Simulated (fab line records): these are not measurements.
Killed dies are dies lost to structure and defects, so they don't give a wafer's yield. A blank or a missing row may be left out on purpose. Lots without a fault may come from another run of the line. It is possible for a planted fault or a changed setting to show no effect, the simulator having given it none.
fab line records -- flow n5Finfet
[record] lots = 7, wafers = 19, lastDay = 16
route steps=1938 shown BEOL_M9@1450 PASSIVATION@1936
lots that met no fault: taken from a fault-free run of the same line
startH: hours from the record's first day to the start of the lot's first wafer shown -- waitH: hours from the lot's prior step to this one -- " same as the row above -- L1.1+2: one row covering several wafers at once -- - no value, or no start given -- * or withheld: withheld -- < > ~ a bound
route shown NAME@n: names a module that has steps shown in the file, with the first one's number in the route -- usual: the fault-free wafers' mean and standard deviation -- same: alike in all rows -- chamber/n: place in a boat -- sites: the reading at each site -- _std_site: the values' standard deviation -- _edge_site: inner sites' mean taken away from outer sites' mean -- radiusMm: how far each site lies from the wafer's centre -- mask NAME#n: copy n -- behind: the most recent tool/chamber to have shaped the wafer -- hold: the reason the lot was held/the length of the hold in hours/how it ended -- device: whichever transistor did not switch (one of n, p or np) -- end of line: tests of these same wafers at the route's end -- where a step has no rows: the recipe by itself -- killed: at the first sort, the dies lost to defects and structure; wafer yield is something else -- map: the dies of a wafer, with x for killed, . for not killed, _ for no die there
set.NAME: the setting that was run; set.NAME@STEP: the one run at that earlier step -- model.NAME: the simulator's own value behind a step, which no gauge read
lots at selected steps of the route; one table per step, one row per wafer
services: from which hour (startH, from the record's first day; less than 0 if before it) a tool's chamber was out of use, for how many hours, and why
[[steps]]
[step N5_BEOL_M9_HM_STRIP_39]
[recipe] chemistry = peroxideTinStrip, material = TiN, targetDepthA = 250, tempC = 50, timeS = 158
[step N5_BEOL_M9_SRD_40]
[recipe] timeS = 30, tempC = 23, rinseLiquid = diw, dry = ipaMarangoni
[step N5_BEOL_M9_PRECLEAN_42]
[recipe] chemistry = residueRemover, timeS = 60, tempC = 40
[step N5_BEOL_M9_SRD_43]
[recipe] timeS = 30, tempC = 23, rinseLiquid = diw, dry = ipaMarangoni
[step N5_BEOL_M9_CD_MEAS_35]
[recipe] targetCdNm = 70, targetCdYNm = 40, polarity = opening
[usual] cdNm = 69.9/0.85
lot.wafer,tool,chamber,startH,waitH,cdNm
L779.1,cdSem-03,-,226.81,0.0,70.8
L779.3,cdSem-03,-,226.81,0.0,69.1
L779.5,cdSem-03,-,226.81,0.0,69.7
L782.3,cdSem-03,-,230.22,0.0,70.7
L782.4,cdSem-03,-,230.22,0.0,70.0
L782.6,cdSem-03,-,230.22,0.0,70.9
L783.2,cdSem-01,-,249.76,0.0,70.6
L783.4,cdSem-01,-,249.76,0.0,70.0
L784.1,cdSem-01,-,251.83,0.0,71.6
L784.2,cdSem-01,-,251.83,0.0,70.7
L784.3,cdSem-01,-,251.83,0.0,71.0
L785.1,cdSem-03,-,254.11,0.0,69.0
L785.5,cdSem-03,-,254.11,0.0,68.9
L785.6,cdSem-03,-,254.11,0.0,67.9
L786.1,cdSem-03,-,258.73,0.0,70.3
L786.2,cdSem-03,-,258.73,0.0,69.7
L797.1,cdSem-01,-,332.15,0.0,69.7
L797.3,cdSem-01,-,332.15,0.0,69.9
L797.4,cdSem-01,-,332.15,0.0,68.7
[step N5_BEOL_M9_CURE_72]
[recipe] tempC = 370, timeS = 120, ambient = DMADMS/He, material = SiCOH_lowk
[usual] lampPowerPct = 52.32/0.055, wafer_temp_C_max = 371.7/0.43
lot.wafer,tool,chamber,startH,waitH,lampPowerPct,wafer_temp_C_max
L779.1,uvCure-01,2,226.86,0.0,52.33,371.0
L779.3,uvCure-01,2,226.86,0.0,52.32,370.9
L779.5,uvCure-01,2,226.86,0.0,52.32,370.9
L782.3,uvCure-01,0,230.36,0.1,52.30,371.3
L782.4,uvCure-01,0,230.36,0.1,52.34,371.5
L782.6,uvCure-01,0,230.36,0.1,52.22,371.9
L783.2,uvCure-01,0,249.85,0.1,52.32,371.9
L783.4,uvCure-01,0,249.85,0.1,52.36,372.0
L784.1,uvCure-03,1,251.87,0.0,52.34,371.9
L784.2,uvCure-03,1,251.87,0.0,52.24,371.5
L784.3,uvCure-03,1,251.87,0.0,52.32,371.6
L785.1,uvCure-01,2,254.16,0.0,52.39,371.0
L785.5,uvCure-01,2,254.16,0.0,52.29,371.3
L785.6,uvCure-01,2,254.16,0.0,52.37,371.3
L786.1,uvCure-03,0,258.77,0.0,52.25,372.6
L786.2,uvCure-03,0,258.77,0.0,52.36,371.8
L797.1,uvCure-01,0,332.19,0.0,52.24,372.3
L797.3,uvCure-01,0,332.19,0.0,52.27,372.3
L797.4,uvCure-01,0,332.19,0.0,52.25,371.9
[step N5_BEOL_M9_DEGAS_44]
[recipe] ambient = vacuum, tempC = 250, timeS = 60
[usual] heaterPowerW = 331/27
lot.wafer,tool,chamber,startH,waitH,heaterPowerW
L779.1,pvdSputter-01,-,227.28,0.4,361
L779.3,pvdSputter-01,-,227.28,0.4,340
L779.5,pvdSputter-01,-,227.28,0.4,345
L782.3,pvdSputter-02,-,231.81,1.4,329
L782.4,pvdSputter-02,-,231.81,1.4,314
L782.6,pvdSputter-02,-,231.81,1.4,330
L783.2,pvdSputter-01,-,250.89,1.0,351
L783.4,pvdSputter-01,-,250.89,1.0,350
L784.1,pvdSputter-01,-,253.79,1.9,363
L784.2,pvdSputter-01,-,253.79,1.9,338
L784.3,pvdSputter-01,-,253.79,1.9,337
L785.1,pvdSputter-01,-,254.93,0.7,345
L785.5,pvdSputter-01,-,254.93,0.7,353
L785.6,pvdSputter-01,-,254.93,0.7,338
L786.1,pvdSputter-02,-,260.70,1.9,277
L786.2,pvdSputter-02,-,260.70,1.9,341
L797.1,pvdSputter-01,-,332.77,0.5,349
L797.3,pvdSputter-01,-,332.77,0.5,341
L797.4,pvdSputter-01,-,332.77,0.5,358
[step N5_BEOL_M9_PRE_CLEAN_45]
[recipe] gas = H2/He, timeS = 30, tempC = 250
[step N5_BEOL_M9_ALD_74]
[recipe] material = TaN, targetThkA = 20, tempC = 275, aldPrecursorFamily = PDMAT, aldCoReactant = NH3, pressureTorr = 3, carrierFlowSccm = 1500, pulseTimeS = 2, purgeTimeS = 3, coReactantPurgeTimeS = 2, coReactantPulseTimeS = 3, aldCycles = 40, precursorVesselTempC = 75, precursorVesselPressureTorr = 26.25, precursorVesselCarrierSccm = 1000
[step N5_BEOL_M9_SURFACE_TREAT_79]
[recipe] gas = Ar, timeS = *, ionEnergyEv = *, ionCurrentMaCm2 = 0.5, pressureMtorr = *, arFlowSccm = 30
[usual] pressureMtorr = *, throttleValvePct = *
lot.wafer,tool,chamber,startH,waitH,pressureMtorr,throttleValvePct
L779.1,pvdSputter-01,-,227.88,0.4,*,*
L779.3,pvdSputter-01,-,227.88,0.4,*,*
L779.5,pvdSputter-01,-,227.88,0.4,*,*
L782.3,pvdSputter-02,-,232.33,0.3,*,*
L782.4,pvdSputter-02,-,232.33,0.3,*,*
L782.6,pvdSputter-02,-,232.33,0.3,*,*
L783.2,pvdSputter-03,-,251.31,0.2,*,*
L783.4,pvdSputter-03,-,251.31,0.2,*,*
L784.1,pvdSputter-01,-,254.19,0.2,*,*
L784.2,pvdSputter-01,-,254.19,0.2,*,*
L784.3,pvdSputter-01,-,254.19,0.2,*,*
L785.1,pvdSputter-01,-,255.33,0.2,*,*
L785.5,pvdSputter-01,-,255.33,0.2,*,*
L785.6,pvdSputter-01,-,255.33,0.2,*,*
L786.1,pvdSputter-03,-,261.18,0.2,*,*
L786.2,pvdSputter-03,-,261.18,0.2,*,*
L797.1,pvdSputter-02,-,333.35,0.4,*,*
L797.3,pvdSputter-02,-,333.35,0.4,*,*
L797.4,pvdSputter-02,-,333.35,0.4,*,*
[step N5_BEOL_M9_CVD_78]
[recipe] material = Co, targetThkA = 20, tempC = withheld, precursor = CCTBA/H2, pressureTorr = 30, timeS = 138.9
[step N5_BEOL_M9_SPUTTER_48]
[recipe] material = Cu, targetThkA = 120, tempC = -20, biasV = 60, powerW = 26000, chamberPressurePa = 0.13, timeS = 2
[usual] throttleValvePct = 29.8/1.1
lot.wafer,tool,chamber,startH,waitH,throttleValvePct
L779.1,pvdSputter-03,-,229.59,1.4,29.2
L779.3,pvdSputter-03,-,229.59,1.4,30.3
L779.5,pvdSputter-03,-,229.59,1.4,29.2
L782.3,pvdSputter-01,-,232.54,0.1,30.3
L782.4,pvdSputter-01,-,232.54,0.1,29.0
L782.6,pvdSputter-01,-,232.54,0.1,32.2
L783.2,pvdSputter-03,-,251.55,0.1,30.4
L783.4,pvdSputter-03,-,251.55,0.1,29.1
L784.1,pvdSputter-01,-,254.85,0.3,30.3
L784.2,pvdSputter-01,-,254.85,0.3,32.1
L784.3,pvdSputter-01,-,254.85,0.3,30.9
L785.1,pvdSputter-03,-,255.59,0.1,30.4
L785.5,pvdSputter-03,-,255.59,0.1,30.5
L785.6,pvdSputter-03,-,255.59,0.1,30.3
L786.1,pvdSputter-02,-,261.36,0.1,29.3
L786.2,pvdSputter-02,-,261.36,0.1,28.4
L797.1,pvdSputter-02,-,333.65,0.1,29.4
L797.3,pvdSputter-02,-,333.65,0.1,29.3
L797.4,pvdSputter-02,-,333.65,0.1,29.0
[step N5_BEOL_M9_ECD_50]
[recipe] material = Cu, targetThkA = 3180
lot.wafer,tool,chamber,startH,waitH,model.Cu_of_BEOL_M9_ECD_50.thkNm
L779.1,ecdCu-01,1,229.71,0.1,315
L779.3,ecdCu-01,0,229.71,0.1,318
L779.5,ecdCu-01,1,229.71,0.1,319
L782.3,ecdCu-01,1,232.69,0.1,317.2
L782.4,ecdCu-01,0,232.69,0.1,323.2
L782.6,ecdCu-01,1,232.69,0.1,322.4
L783.2,ecdCu-01,1,251.67,0.1,184.2
L783.4,ecdCu-01,1,251.67,0.1,315.8
L784.1,ecdCu-01,1,254.97,0.1,316
L784.2,ecdCu-01,0,254.97,0.1,177.4
L784.3,ecdCu-01,1,254.97,0.1,316.6
L785.1,ecdCu-02,1,255.71,0.1,312.8
L785.5,ecdCu-02,0,255.71,0.1,315.6
L785.6,ecdCu-02,1,255.71,0.1,314.8
L786.1,ecdCu-01,1,261.58,0.2,318
L786.2,ecdCu-01,0,261.58,0.2,184.6
L797.1,ecdCu-02,1,333.77,0.1,310.8
L797.3,ecdCu-02,1,333.77,0.1,316.2
L797.4,ecdCu-02,0,333.77,0.1,315.6
[step N5_BEOL_M9_ANNEAL_51]
[recipe] tempC = 225, timeS = 90, ambient = N2
[usual] wafer_temp_C_max = 225.61/0.23
lot.wafer,tool,chamber,startH,waitH,wafer_temp_C_max
L779.1,rtpAnneal-01,0,229.82,0.1,225.56
L779.3,rtpAnneal-01,0,229.82,0.1,225.56
L779.5,rtpAnneal-01,0,229.82,0.1,225.85
L782.3,rtpAnneal-02,0,232.86,0.1,225.56
L782.4,rtpAnneal-02,0,232.86,0.1,225.62
L782.6,rtpAnneal-02,0,232.86,0.1,225.68
L783.2,rtpAnneal-01,0,251.82,0.1,225.24
L783.4,rtpAnneal-01,0,251.82,0.1,225.83
L784.1,rtpAnneal-01,0,255.08,0.1,225.54
L784.2,rtpAnneal-01,0,255.08,0.1,225.73
L784.3,rtpAnneal-01,0,255.08,0.1,225.52
L785.1,rtpAnneal-01,0,256.28,0.5,225.36
L785.5,rtpAnneal-01,0,256.28,0.5,225.86
L785.6,rtpAnneal-01,0,256.28,0.5,225.90
L786.1,rtpAnneal-02,0,262.66,1.1,225.62
L786.2,rtpAnneal-02,0,262.66,1.1,225.35
L797.1,rtpAnneal-02,0,333.88,0.1,226.19
L797.3,rtpAnneal-02,0,333.88,0.1,225.51
L797.4,rtpAnneal-02,0,333.88,0.1,225.49
[step N5_BEOL_M9_CMP_52]
[recipe] stopOn = SiCOH_lowk, tOverpolishS = 7, downForcePsi = 1, platenRpm = 50, clearingPlatenDownForcePsi = 1.5, clearingPlatenRpm = 50, postCmpClean = cuAlkaline, targetThkNm = 140, clearingPlatenPadVelocityMS = 0.99484, padVelocityMS = 0.99484
[usual] motorCurrentA = 6.0/0.45, timeToEndpointS = 66.3/2.8
lot.wafer,tool,chamber,startH,waitH,motorCurrentA,timeToEndpointS
L779.3,cmp-01,1,230.12,0.2,6.5,67.8
L779.1,cmp-01,3,230.12,0.2,5.8,67.7
L779.5,cmp-01,1,230.12,0.2,6.2,69.2
L782.3,cmp-04,2,233.10,0.2,6.1,62.2
L782.4,cmp-04,0,233.10,0.2,5.6,66.2
L782.6,cmp-04,2,233.10,0.2,6.0,65.0
L783.2,cmp-02,0,252.15,0.3,6.8,42.1
L783.4,cmp-02,1,252.15,0.3,6.5,65.1
L784.3,cmp-02,2,255.38,0.2,5.5,66.8
L784.1,cmp-02,3,255.38,0.2,6.8,69.9
L784.2,cmp-02,0,255.38,0.2,6.5,39.0
L785.1,cmp-01,2,256.62,0.3,5.7,63.7
L785.5,cmp-01,1,256.62,0.3,6.0,63.9
L785.6,cmp-01,2,256.62,0.3,5.6,64.1
L786.2,cmp-01,1,262.96,0.2,6.3,37.9
L786.1,cmp-01,2,262.96,0.2,5.2,65.8
L797.3,cmp-01,3,334.21,0.2,6.1,65.3
L797.1,cmp-01,0,334.21,0.2,5.8,66.1
L797.4,cmp-01,1,334.21,0.2,6.3,64.7
[step N5_BEOL_M9_THK_MEAS_53]
[recipe] thkMeasGauge = xrf, reads = Cu_of_BEOL_M9_ECD_50
[usual] M9_THK = 141/3.3
lot.wafer,tool,chamber,startH,waitH,M9_THK[nm]
L779.1,filmMetro-02,-,230.41,-,146
L779.3,filmMetro-02,-,230.41,-,143
L779.5,filmMetro-02,-,230.41,-,143
L782.3,filmMetro-01,-,233.36,-,142
L782.4,filmMetro-01,-,233.36,-,141
L782.6,filmMetro-01,-,233.36,-,142
L783.2,filmMetro-01,-,252.37,-,149
L783.4,filmMetro-01,-,252.37,-,139
L784.1,filmMetro-02,-,255.68,-,138
L784.2,filmMetro-02,-,255.68,-,139
L784.3,filmMetro-02,-,255.68,-,144
L785.1,filmMetro-02,-,256.88,-,140
L785.5,filmMetro-02,-,256.88,-,140
L785.6,filmMetro-02,-,256.88,-,140
L786.1,filmMetro-01,-,263.26,-,142
L786.2,filmMetro-01,-,263.26,-,144
L797.1,filmMetro-01,-,334.47,-,138
L797.3,filmMetro-01,-,334.47,-,141
L797.4,filmMetro-01,-,334.47,-,140
[step N5_PASSIVATION_PROBE_49]
[usual] defectLimitedYield = 91.2/1.3, killed_at_M0_to_M3 = 34/10, killed_at_M4_up = 13/4.6, killedAtContacts = 13/5.5, killedAtFrontEnd = 41/12, killedAtOther = 2.8/2.4, killedDies = 104/16, killedOnRim = 14/4.2, killedOpen = 67/12, killedShort = 33/7.2, sort_bin_5_function = 5.1/0.86, sort_bin_6_memory = 3.3/0.62, sortNPass = 1076/16, sortYieldPct = 91.2/1.3
[same] grossDies = 1180, killedAtBackSide = 0, sort_bin_4_leakage[%] = 0, sort_bin_8_speed[%] = 0
lot.wafer,tool,chamber,startH,waitH,defectLimitedYield[%],killed_at_M0_to_M3,killed_at_M4_up,killedAtContacts,killedAtFrontEnd,killedAtOther,killedDies,killedOnRim,killedOpen,killedShort,sort_bin_5_function[%],sort_bin_6_memory[%],sortNPass,sortYieldPct[%]
L779.1,prober-02,-,293.92,0.0,92.5,25,11,6,43,4,89,10,62,26,4.7,2.8,1091,92.5
L779.3,prober-02,-,294.02,0.1,91.4,32,11,12,41,5,101,15,66,34,4.2,4.2,1079,91.4
L779.5,prober-02,-,294.12,0.2,90.8,14,11,16,66,2,109,12,82,25,5.9,3.2,1071,90.8
L783.2,prober-02,-,317.44,0.1,89.5,23,23,7,63,8,124,19,85,35,6.4,3.7,1056,89.5
L783.4,prober-02,-,317.54,0.2,91.5,25,8,5,57,5,100,16,59,28,4.7,2.9,1080,91.5
L785.1,prober-01,-,322.48,0.0,91.4,44,9,8,39,2,102,9,60,39,5.0,3.3,1078,91.4
L785.5,prober-01,-,322.68,0.2,90.9,33,9,18,42,5,107,24,77,26,4.5,3.9,1073,90.9
L785.6,prober-01,-,322.73,0.3,91.4,37,15,8,36,5,101,16,63,33,5.3,2.8,1079,91.4
// killed by level:class
L779.1 FIN_SAQP:geometricParticle:open=22 BEOL_M0_SAQP:geometricParticle:open=9 FIN_SAQP:geometricParticle:short=7 MOL_CONTACT_COAG:geometricParticle:open=6 BEOL_M5:geometricParticle:open=6 BEOL_M1:geometricParticle:short=4 BEOL_M3:geometricParticle:open=4 BEOL_M2:geometricParticle:open=3
L779.3 MOL_CONTACT_COAG:geometricParticle:open=10 FIN_SAQP:geometricParticle:open=9 BEOL_M3:geometricParticle:open=7 FIN_SAQP:geometricParticle:short=6 BEOL_M0_SAQP:geometricParticle:open=6 BEOL_M2:geometricParticle:open=5 STARTING-WAFER:geometricParticle:open=4 STI_FIN_REVEAL:geometricParticle:open=4
L779.5 FIN_SAQP:geometricParticle:open=28 MOL_CONTACT_COAG:geometricParticle:open=15 FIN_SAQP:geometricParticle:short=11 BEOL_M4:geometricParticle:open=8 DUMMY_GATE:geometricParticle:open=7 GATE_CUT:geometricParticle:short=4 GATE_CUT:geometricParticle:open=4 STARTING-WAFER:geometricParticle:open=3
L783.2 FIN_SAQP:geometricParticle:open=14 FIN_SAQP:geometricParticle:short=12 BEOL_M4:geometricParticle:open=8 DUMMY_GATE:geometricParticle:open=7 STI_FIN_REVEAL:geometricParticle:open=6 BEOL_M3:geometricParticle:open=6 STARTING-WAFER:geometricParticle:short=6 MOL_CONTACT_COAG:geometricParticle:open=5
L783.4 FIN_SAQP:geometricParticle:open=15 FIN_SAQP:geometricParticle:short=8 STI_FIN_REVEAL:geometricParticle:open=7 BEOL_M3:geometricParticle:open=7 GATE_CUT:geometricParticle:short=5 HKMG_FIN:areaEtch=5 DUMMY_GATE:geometricParticle:open=4 MOL_CONTACT_COAG:geometricParticle:open=4
L785.1 FIN_SAQP:geometricParticle:open=13 FIN_SAQP:geometricParticle:short=12 BEOL_M0_SAQP:geometricParticle:open=10 BEOL_M0_SAQP:geometricParticle:short=9 BEOL_M1:geometricParticle:open=8 BEOL_M3:geometricParticle:open=8 MOL_CONTACT_COAG:geometricParticle:open=6 BEOL_M8:geometricParticle:open=4
L785.5 BEOL_M3:geometricParticle:open=15 FIN_SAQP:geometricParticle:open=12 MOL_CONTACT_COAG:geometricParticle:open=12 FIN_SAQP:geometricParticle:short=8 DUMMY_GATE:geometricParticle:open=8 BEOL_M2:geometricParticle:open=6 MOL_CONTACT_COAG:geometricParticle:short=5 BEOL_M1:geometricParticle:open=5
L785.6 BEOL_M0_SAQP:geometricParticle:open=8 BEOL_M0_SAQP:geometricParticle:short=8 FIN_SAQP:geometricParticle:open=7 DUMMY_GATE:geometricParticle:open=6 BEOL_M3:geometricParticle:open=6 BEOL_M5:geometricParticle:open=6 MOL_CONTACT_COAG:geometricParticle:open=5 BEOL_M1:geometricParticle:open=5
[[services]]
tool,chamber,startH,hours,kind
cmp-04,-,203.30,-,consumableReplace:conditioner
cmp-04,-,203.30,-,consumableReplace:pad
cmp-01,-,207.51,4.9,pm
cmp-02,-,214.68,4.4,repair
cmp-01,-,221.30,2.3,repair
cmp-04,-,239.55,1.1,repair
ecdCu-01,-,267.36,0.4,repair
cmp-01,-,268.13,1.9,repair
cmp-04,-,270.86,6.2,pm
cmp-01,-,289.09,4.0,pm
uvCure-03,-,289.73,2.1,pm
cmp-01,-,293.09,-,consumableReplace:conditioner
cmp-01,-,293.09,-,consumableReplace:pad
cmp-02,-,297.12,0.5,repair
uvCure-01,-,304.10,7.5,pm
cmp-02,-,321.56,0.3,repair
[[key]]
[firstSign] step = N5_BEOL_M9_CMP_52, reading = timeToEndpointS, direction = down, sigmas = 9.5, usual = *, struck = *
effect none on later readings
[modelEffect] step = N5_BEOL_M9_ECD_50, value = Cu_of_BEOL_M9_ECD_50.thkNm, without = 314.9, struck = 182.1
metAt N5_BEOL_M9_ECD_50
struckWafers L783.2,L784.2,L786.2
onsetBetween 232.69 251.67
[fault] kind = processParameterDrift, tool = ecdCu-01, chamber = -, onsetH = 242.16, steps = N5_BEOL_M9_ECD_50, channel = targetThkA, offset = *, shape = step, endH = 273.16, scope = struckWafersOnly, actsIn = *, stated = *
